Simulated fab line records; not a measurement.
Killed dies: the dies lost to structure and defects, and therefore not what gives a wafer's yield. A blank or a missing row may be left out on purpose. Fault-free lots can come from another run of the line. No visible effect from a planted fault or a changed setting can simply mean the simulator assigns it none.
fab line records / flow nand-harc / part 2 of 2: steps 26 to 38 of 38
record: lots: 5 wafers: 15 last-day: 24
route steps=1159 shown THIN_TSV@1113
lots untouched by any fault: they come from a run of this same line in which no faults occurred
start-h: hours from the record's first day to the start of the lot's first wafer shown / wait-h: time in hours since the lot's previous step / " repeats the value in the row above / L1.1+2: a single row standing in for several wafers / - value missing, or start not given / * or withheld: withheld / < > ~ a bound
route shown NAME@n: a module of which the file shows steps, and the number in the route of the first / usual: mean/standard deviation of fault-free wafers / same: alike in all rows / chamber/n: place in a boat / sites: each site's reading / _std_site: how widely they spread, as a standard deviation / _edge_site: inner sites' mean taken away from outer sites' mean / radius-mm: for every site, how far away it sits from the centre of the wafer / mask NAME#n: copy n / behind: the last tool/chamber to shape the wafer / hold: why the lot went on hold/how many hours it stayed there/how the hold came to an end / device: names the non-switching transistor (n, p or np) / end of line: tests of these same wafers at the route's end / a step given without rows: its recipe and nothing more / killed: not the wafer's yield, but the dies lost to structure and defects at the first sort / map: dies across one wafer; x = killed, . = not, _ = none there
set.NAME: the setting the step ran with; set.NAME@STEP: the setting that earlier step ran with / model.NAME: the simulator's own value behind a step, which no gauge read
lots at some steps of the route; a table a step, a row a wafer
services: the hour from which a tool's chamber was out of use, counted from the record's first day as start-h (under 0 if before that day), plus the number of hours and why
== steps ==
step: NHARC_THIN_TSV_PVD_24
recipe: target-thk-a: 8000 power-w: withheld chamber-pressure-pa: withheld substrate-temp-c: withheld time-s: withheld gas: Ar material: Al
lot.wafer=L074.4+6+5 tool=pvd-sputter-02 chamber=- start-h=426.84 wait-h=0.2
lot.wafer=L086.1+2+5 tool=pvd-sputter-03 chamber=- start-h=505.12 wait-h=0.1
lot.wafer=L094.4+1+6 tool=pvd-sputter-03 chamber=- start-h=544.55 wait-h=0.2
lot.wafer=L092.3+4+1 tool=pvd-sputter-03 chamber=- start-h=551.17 wait-h=0.1
lot.wafer=L095.3+5+6 tool=pvd-sputter-01 chamber=- start-h=558.27 wait-h=0.2
step: NHARC_THIN_TSV_DEHYDRATE_25
recipe: temp-c: 150 time-s: 120
lot.wafer=L074.4+5+6 tool=litho-track-03 chamber=0 start-h=427.15 wait-h=-
lot.wafer=L086.1+2+5 tool=litho-track-03 chamber=0 start-h=505.47 wait-h=-
lot.wafer=L094.1+4+6 tool=litho-track-03 chamber=0 start-h=544.93 wait-h=-
lot.wafer=L092.1+3+4 tool=litho-track-03 chamber=0 start-h=551.58 wait-h=-
lot.wafer=L095.3+5+6 tool=litho-track-03 chamber=0 start-h=558.58 wait-h=-
step: NHARC_THIN_TSV_HMDS_26
recipe: time-s: 30
lot.wafer=L074.4+5+6 tool=litho-track-03 chamber=0 start-h=- wait-h=-
lot.wafer=L086.1+2+5 tool=litho-track-03 chamber=0 start-h=- wait-h=-
lot.wafer=L094.1+4+6 tool=litho-track-03 chamber=0 start-h=- wait-h=-
lot.wafer=L092.1+3+4 tool=litho-track-03 chamber=0 start-h=- wait-h=-
lot.wafer=L095.3+5+6 tool=litho-track-03 chamber=0 start-h=- wait-h=-
step: NHARC_THIN_TSV_COAT_27
recipe: spin-rpm: *
lot.wafer=L074.4+5+6 tool=litho-track-03 chamber=0 start-h=- wait-h=-
lot.wafer=L086.1+2+5 tool=litho-track-03 chamber=0 start-h=- wait-h=-
lot.wafer=L094.1+4+6 tool=litho-track-03 chamber=0 start-h=- wait-h=-
lot.wafer=L092.1+3+4 tool=litho-track-03 chamber=0 start-h=- wait-h=-
lot.wafer=L095.3+5+6 tool=litho-track-03 chamber=0 start-h=- wait-h=-
step: NHARC_THIN_TSV_SOFTBAKE_28
recipe: temp-c: 122 time-s: 95
lot.wafer=L074.4+5+6 tool=litho-track-03 chamber=0 start-h=- wait-h=-
lot.wafer=L086.1+2+5 tool=litho-track-03 chamber=0 start-h=- wait-h=-
lot.wafer=L094.1+4+6 tool=litho-track-03 chamber=0 start-h=- wait-h=-
lot.wafer=L092.1+3+4 tool=litho-track-03 chamber=0 start-h=- wait-h=-
lot.wafer=L095.3+5+6 tool=litho-track-03 chamber=0 start-h=- wait-h=-
step: NHARC_THIN_TSV_EBR_29
lot.wafer=L074.4+5+6 tool=litho-track-03 chamber=0 start-h=- wait-h=-
lot.wafer=L086.1+2+5 tool=litho-track-03 chamber=0 start-h=- wait-h=-
lot.wafer=L094.1+4+6 tool=litho-track-03 chamber=0 start-h=- wait-h=-
lot.wafer=L092.1+3+4 tool=litho-track-03 chamber=0 start-h=- wait-h=-
lot.wafer=L095.3+5+6 tool=litho-track-03 chamber=0 start-h=- wait-h=-
step: NHARC_THIN_TSV_EXPOSE_30
recipe: na: 0.55 dose-mj: 11.47 mask-id: PAD
usual: reticle-temp-C: 22.98/0.12
lot.wafer=L074.4 tool=krf-scanner-03 chamber=0 start-h=427.31 wait-h=- mask=PAD#0 reticle-temp-C=23.06
lot.wafer=L074.5 tool=krf-scanner-03 chamber=0 start-h=427.31 wait-h=- mask=PAD#0 reticle-temp-C=23.06
lot.wafer=L074.6 tool=krf-scanner-03 chamber=0 start-h=427.31 wait-h=- mask=PAD#0 reticle-temp-C=23.02
lot.wafer=L086.1 tool=krf-scanner-02 chamber=0 start-h=505.62 wait-h=- mask=PAD#0 reticle-temp-C=22.93
lot.wafer=L086.2 tool=krf-scanner-02 chamber=0 start-h=505.62 wait-h=- mask=PAD#0 reticle-temp-C=22.86
lot.wafer=L086.5 tool=krf-scanner-02 chamber=0 start-h=505.62 wait-h=- mask=PAD#0 reticle-temp-C=22.75
lot.wafer=L094.1 tool=krf-scanner-03 chamber=0 start-h=545.08 wait-h=- mask=PAD#0 reticle-temp-C=22.99
lot.wafer=L094.4 tool=krf-scanner-03 chamber=0 start-h=545.08 wait-h=- mask=PAD#0 reticle-temp-C=22.94
lot.wafer=L094.6 tool=krf-scanner-03 chamber=0 start-h=545.08 wait-h=- mask=PAD#0 reticle-temp-C=23.03
lot.wafer=L092.1 tool=krf-scanner-01 chamber=0 start-h=551.85 wait-h=- mask=PAD#0 reticle-temp-C=22.90
lot.wafer=L092.3 tool=krf-scanner-01 chamber=0 start-h=551.85 wait-h=- mask=PAD#0 reticle-temp-C=23.10
lot.wafer=L092.4 tool=krf-scanner-01 chamber=0 start-h=551.85 wait-h=- mask=PAD#0 reticle-temp-C=23.01
lot.wafer=L095.3 tool=krf-scanner-02 chamber=0 start-h=558.86 wait-h=- mask=PAD#0 reticle-temp-C=22.92
lot.wafer=L095.5 tool=krf-scanner-02 chamber=0 start-h=558.86 wait-h=- mask=PAD#0 reticle-temp-C=23.05
lot.wafer=L095.6 tool=krf-scanner-02 chamber=0 start-h=558.86 wait-h=- mask=PAD#0 reticle-temp-C=22.95
step: NHARC_THIN_TSV_PEB_31
recipe: peb-temp-c: 118 peb-time-s: 85
same: peb-time-s: 85
lot.wafer=L074.4+5+6 tool=litho-track-05 chamber=0 start-h=427.36 wait-h=0.0
lot.wafer=L086.1+2+5 tool=litho-track-05 chamber=0 start-h=505.69 wait-h=0.1
lot.wafer=L094.1+4+6 tool=litho-track-02 chamber=0 start-h=545.14 wait-h=0.1
lot.wafer=L092.1+3+4 tool=litho-track-03 chamber=0 start-h=551.91 wait-h=0.1
lot.wafer=L095.3+5+6 tool=litho-track-02 chamber=0 start-h=558.91 wait-h=0.1
step: NHARC_THIN_TSV_DEVELOP_32
recipe: time-s: 70
lot.wafer=L074.4+5+6 tool=litho-track-05 chamber=0 start-h=- wait-h=-
lot.wafer=L086.1+2+5 tool=litho-track-05 chamber=0 start-h=- wait-h=-
lot.wafer=L094.1+4+6 tool=litho-track-02 chamber=0 start-h=- wait-h=-
lot.wafer=L092.1+3+4 tool=litho-track-03 chamber=0 start-h=- wait-h=-
lot.wafer=L095.3+5+6 tool=litho-track-02 chamber=0 start-h=- wait-h=-
step: NHARC_THIN_TSV_CD_MEAS_33
recipe: target-cd-nm: 5000 landing-energy-ev: 500
usual: cd-nm: 5000.6/2.1
lot.wafer=L074.4 tool=cd-sem-01 chamber=0 start-h=427.46 wait-h=- cd-nm=5001.4
lot.wafer=L074.5 tool=cd-sem-01 chamber=0 start-h=427.46 wait-h=- cd-nm=5002.5
lot.wafer=L074.6 tool=cd-sem-01 chamber=0 start-h=427.46 wait-h=- cd-nm=5002.3
lot.wafer=L086.1 tool=cd-sem-01 chamber=0 start-h=505.78 wait-h=- cd-nm=5003.2
lot.wafer=L086.2 tool=cd-sem-01 chamber=0 start-h=505.78 wait-h=- cd-nm=5004.4
lot.wafer=L086.5 tool=cd-sem-01 chamber=0 start-h=505.78 wait-h=- cd-nm=4999.8
lot.wafer=L094.1 tool=cd-sem-03 chamber=0 start-h=545.23 wait-h=- cd-nm=5000.2
lot.wafer=L094.4 tool=cd-sem-03 chamber=0 start-h=545.23 wait-h=- cd-nm=4999.2
lot.wafer=L094.6 tool=cd-sem-03 chamber=0 start-h=545.23 wait-h=- cd-nm=5001.1
lot.wafer=L092.1 tool=cd-sem-03 chamber=0 start-h=552.00 wait-h=- cd-nm=4999.6
lot.wafer=L092.3 tool=cd-sem-03 chamber=0 start-h=552.00 wait-h=- cd-nm=4999.0
lot.wafer=L092.4 tool=cd-sem-03 chamber=0 start-h=552.00 wait-h=- cd-nm=5000.3
lot.wafer=L095.3 tool=cd-sem-03 chamber=0 start-h=559.01 wait-h=- cd-nm=5000.9
lot.wafer=L095.5 tool=cd-sem-03 chamber=0 start-h=559.01 wait-h=- cd-nm=5000.7
lot.wafer=L095.6 tool=cd-sem-03 chamber=0 start-h=559.01 wait-h=- cd-nm=4999.4
step: NHARC_THIN_TSV_HARDBAKE_34
recipe: temp-c: 125 time-s: 80
lot.wafer=L074.4+5+6 tool=litho-track-02 chamber=0 start-h=427.54 wait-h=-
lot.wafer=L086.1+2+5 tool=litho-track-02 chamber=0 start-h=505.86 wait-h=-
lot.wafer=L094.1+4+6 tool=litho-track-03 chamber=0 start-h=545.32 wait-h=-
lot.wafer=L092.1+3+4 tool=litho-track-03 chamber=0 start-h=552.08 wait-h=-
lot.wafer=L095.3+5+6 tool=litho-track-03 chamber=0 start-h=559.09 wait-h=-
step: NHARC_THIN_TSV_DESCUM_35
recipe: time-s: 3 o2-flow-sccm: 200 ar-flow-sccm: 0 bias-power-w: 0 chemistry: O2
usual: drypump-motor-current-A: 5.8/0.39 oes-product-au: 0.997/0.0085 rf-vpp-V: 57.6/0.93 showerhead-plenum-p-Torr: 1.89/0.092 throttle-valve-pct: 11.312/0.0086
lot.wafer=L074.4 tool=rie-diel-11 chamber=3 start-h=427.62 wait-h=- drypump-motor-current-A=5.9 oes-product-au=0.990 rf-hours-counter-h=6 rf-vpp-V=57.2 showerhead-plenum-p-Torr=1.84 throttle-valve-pct=11.298
lot.wafer=L074.5 tool=rie-diel-11 chamber=2 start-h=427.62 wait-h=- drypump-motor-current-A=6.1 oes-product-au=1.010 rf-hours-counter-h=- rf-vpp-V=57.2 showerhead-plenum-p-Torr=1.97 throttle-valve-pct=11.322
lot.wafer=L074.6 tool=rie-diel-11 chamber=3 start-h=427.62 wait-h=- drypump-motor-current-A=6.0 oes-product-au=0.994 rf-hours-counter-h=- rf-vpp-V=57.6 showerhead-plenum-p-Torr=1.84 throttle-valve-pct=11.328
lot.wafer=L086.2 tool=rie-diel-11 chamber=2 start-h=505.96 wait-h=- drypump-motor-current-A=6.1 oes-product-au=0.998 rf-hours-counter-h=15 rf-vpp-V=58.1 showerhead-plenum-p-Torr=1.96 throttle-valve-pct=11.296
lot.wafer=L086.1 tool=rie-diel-11 chamber=3 start-h=505.96 wait-h=- drypump-motor-current-A=5.9 oes-product-au=0.995 rf-hours-counter-h=16 rf-vpp-V=56.6 showerhead-plenum-p-Torr=1.84 throttle-valve-pct=11.313
lot.wafer=L086.5 tool=rie-diel-11 chamber=0 start-h=505.96 wait-h=- drypump-motor-current-A=5.4 oes-product-au=0.986 rf-hours-counter-h=- rf-vpp-V=57.6 showerhead-plenum-p-Torr=1.99 throttle-valve-pct=11.313
lot.wafer=L094.4 tool=rie-diel-04 chamber=2 start-h=545.41 wait-h=- drypump-motor-current-A=5.9 oes-product-au=0.989 rf-hours-counter-h=6 rf-vpp-V=57.6 showerhead-plenum-p-Torr=1.78 throttle-valve-pct=11.306
lot.wafer=L094.1 tool=rie-diel-04 chamber=1 start-h=545.41 wait-h=- drypump-motor-current-A=5.4 oes-product-au=0.989 rf-hours-counter-h=6 rf-vpp-V=57.9 showerhead-plenum-p-Torr=2.01 throttle-valve-pct=11.311
lot.wafer=L094.6 tool=rie-diel-04 chamber=3 start-h=545.41 wait-h=- drypump-motor-current-A=5.9 oes-product-au=0.989 rf-hours-counter-h=- rf-vpp-V=58.6 showerhead-plenum-p-Torr=1.83 throttle-valve-pct=11.308
lot.wafer=L092.4 tool=rie-diel-04 chamber=1 start-h=552.16 wait-h=- drypump-motor-current-A=5.4 oes-product-au=0.983 rf-hours-counter-h=6 rf-vpp-V=57.9 showerhead-plenum-p-Torr=2.01 throttle-valve-pct=11.308
lot.wafer=L092.1 tool=rie-diel-04 chamber=2 start-h=552.16 wait-h=- drypump-motor-current-A=5.9 oes-product-au=0.994 rf-hours-counter-h=7 rf-vpp-V=57.3 showerhead-plenum-p-Torr=1.78 throttle-valve-pct=11.295
lot.wafer=L092.3 tool=rie-diel-04 chamber=3 start-h=552.16 wait-h=- drypump-motor-current-A=5.9 oes-product-au=0.989 rf-hours-counter-h=6 rf-vpp-V=56.4 showerhead-plenum-p-Torr=1.83 throttle-valve-pct=11.316
lot.wafer=L095.3 tool=rie-diel-04 chamber=2 start-h=559.18 wait-h=- drypump-motor-current-A=5.9 oes-product-au=1.007 rf-hours-counter-h=7 rf-vpp-V=57.2 showerhead-plenum-p-Torr=1.78 throttle-valve-pct=11.304
lot.wafer=L095.6 tool=rie-diel-04 chamber=1 start-h=559.18 wait-h=- drypump-motor-current-A=5.4 oes-product-au=0.998 rf-hours-counter-h=- rf-vpp-V=57.8 showerhead-plenum-p-Torr=2.01 throttle-valve-pct=11.296
lot.wafer=L095.5 tool=rie-diel-04 chamber=2 start-h=559.18 wait-h=- drypump-motor-current-A=5.9 oes-product-au=1.002 rf-hours-counter-h=- rf-vpp-V=57.1 showerhead-plenum-p-Torr=1.79 throttle-valve-pct=11.321
step: NHARC_THIN_TSV_ETCH_59
recipe: target-depth-a: 8800 icp-w: 900 bias-w: 100 Cl2_flow_sccm: 60 bcl3-flow-sccm: 30 time-s: 138.1 chemistry: Cl2/BCl3
usual: drypump-motor-current-A: 5.8/0.39 oes-product-au: 1.000/0.0098 rf-fwd-power-W: 895.1/2.8 throttle-valve-pct: 22.264/0.0096
lot.wafer=L074.4 tool=rie-metal-03 chamber=1 start-h=427.85 wait-h=0.2 drypump-motor-current-A=6.0 oes-product-au=0.992 rf-fwd-power-W=901.0 rf-hours-counter-h=- throttle-valve-pct=22.255
lot.wafer=L074.5 tool=rie-metal-03 chamber=0 start-h=427.85 wait-h=0.2 drypump-motor-current-A=5.6 oes-product-au=1.003 rf-fwd-power-W=898.7 rf-hours-counter-h=- throttle-valve-pct=22.282
lot.wafer=L074.6 tool=rie-metal-03 chamber=1 start-h=427.85 wait-h=0.2 drypump-motor-current-A=6.0 oes-product-au=0.994 rf-fwd-power-W=896.7 rf-hours-counter-h=- throttle-valve-pct=22.280
lot.wafer=L086.2 tool=rie-metal-03 chamber=1 start-h=506.07 wait-h=0.1 drypump-motor-current-A=6.0 oes-product-au=0.974 rf-fwd-power-W=900.0 rf-hours-counter-h=1.1 throttle-valve-pct=22.269
lot.wafer=L086.1 tool=rie-metal-03 chamber=0 start-h=506.07 wait-h=0.1 drypump-motor-current-A=5.6 oes-product-au=1.001 rf-fwd-power-W=894.2 rf-hours-counter-h=1.1 throttle-valve-pct=22.261
lot.wafer=L086.5 tool=rie-metal-03 chamber=1 start-h=506.07 wait-h=0.1 drypump-motor-current-A=6.0 oes-product-au=0.992 rf-fwd-power-W=898.1 rf-hours-counter-h=- throttle-valve-pct=22.255
lot.wafer=L094.1 tool=rie-metal-01 chamber=1 start-h=545.58 wait-h=0.1 drypump-motor-current-A=6.0 oes-product-au=0.996 rf-fwd-power-W=892.0 rf-hours-counter-h=0.7 throttle-valve-pct=22.264
lot.wafer=L094.4 tool=rie-metal-01 chamber=0 start-h=545.58 wait-h=0.1 drypump-motor-current-A=6.0 oes-product-au=0.992 rf-fwd-power-W=896.4 rf-hours-counter-h=- throttle-valve-pct=22.277
lot.wafer=L094.6 tool=rie-metal-01 chamber=1 start-h=545.58 wait-h=0.1 drypump-motor-current-A=6.0 oes-product-au=0.996 rf-fwd-power-W=893.4 rf-hours-counter-h=- throttle-valve-pct=22.256
lot.wafer=L092.1 tool=rie-metal-03 chamber=1 start-h=552.29 wait-h=0.1 drypump-motor-current-A=6.0 oes-product-au=0.980 rf-fwd-power-W=893.2 rf-hours-counter-h=2.4 throttle-valve-pct=22.250
lot.wafer=L092.4 tool=rie-metal-03 chamber=1 start-h=552.29 wait-h=0.1 drypump-motor-current-A=6.0 oes-product-au=0.976 rf-fwd-power-W=894.1 rf-hours-counter-h=- throttle-valve-pct=22.262
lot.wafer=L092.3 tool=rie-metal-03 chamber=0 start-h=552.29 wait-h=0.1 drypump-motor-current-A=5.6 oes-product-au=0.999 rf-fwd-power-W=897.4 rf-hours-counter-h=- throttle-valve-pct=22.252
lot.wafer=L095.3 tool=rie-metal-01 chamber=1 start-h=559.40 wait-h=0.2 drypump-motor-current-A=6.0 oes-product-au=0.992 rf-fwd-power-W=892.7 rf-hours-counter-h=- throttle-valve-pct=22.263
lot.wafer=L095.6 tool=rie-metal-01 chamber=0 start-h=559.40 wait-h=0.2 drypump-motor-current-A=6.0 oes-product-au=0.995 rf-fwd-power-W=891.2 rf-hours-counter-h=- throttle-valve-pct=22.267
lot.wafer=L095.5 tool=rie-metal-01 chamber=1 start-h=559.40 wait-h=0.2 drypump-motor-current-A=6.0 oes-product-au=1.002 rf-fwd-power-W=895.3 rf-hours-counter-h=- throttle-valve-pct=22.276
== services ==
tool=rie-diel-07 chamber=1 start-h=397.80 hours=6.8 kind=repair
tool=pvd-sputter-03 chamber=- start-h=398.68 hours=3.1 kind=repair
tool=rie-diel-04 chamber=0 start-h=403.57 hours=8.0 kind=repair
tool=rie-diel-07 chamber=- start-h=405.20 hours=9.0 kind=pm
tool=wet-bench-08 chamber=- start-h=406.40 hours=8.0 kind=pm
tool=pvd-sputter-02 chamber=- start-h=408.58 hours=4.6 kind=repair
tool=litho-track-05 chamber=- start-h=412.01 hours=7.0 kind=pm
tool=pvd-sputter-01 chamber=- start-h=420.15 hours=4.5 kind=repair
tool=krf-scanner-03 chamber=- start-h=429.21 hours=0.9 kind=repair
tool=wet-bench-08 chamber=- start-h=435.68 hours=2.2 kind=repair
tool=wet-bench-08 chamber=- start-h=439.08 hours=1.6 kind=repair
tool=plasma-asher-01 chamber=- start-h=453.14 hours=9.0 kind=pm
tool=pvd-sputter-03 chamber=- start-h=458.00 hours=10.0 kind=pm
tool=plasma-asher-02 chamber=- start-h=465.39 hours=0.8 kind=repair
tool=rie-diel-04 chamber=- start-h=465.95 hours=9.0 kind=pm
tool=plasma-asher-02 chamber=- start-h=468.85 hours=7.8 kind=repair
tool=plasma-asher-02 chamber=- start-h=476.75 hours=1.5 kind=repair
tool=rie-diel-11 chamber=- start-h=478.45 hours=0.2 kind=repair
tool=rie-diel-07 chamber=2 start-h=479.52 hours=4.0 kind=repair
tool=rie-diel-11 chamber=1 start-h=511.16 hours=5.6 kind=repair
tool=litho-track-02 chamber=- start-h=515.00 hours=7.0 kind=pm
tool=plasma-asher-02 chamber=- start-h=537.03 hours=9.0 kind=pm
tool=rie-diel-11 chamber=- start-h=543.59 hours=9.0 kind=pm
tool=pvd-sputter-03 chamber=- start-h=555.20 hours=2.9 kind=repair
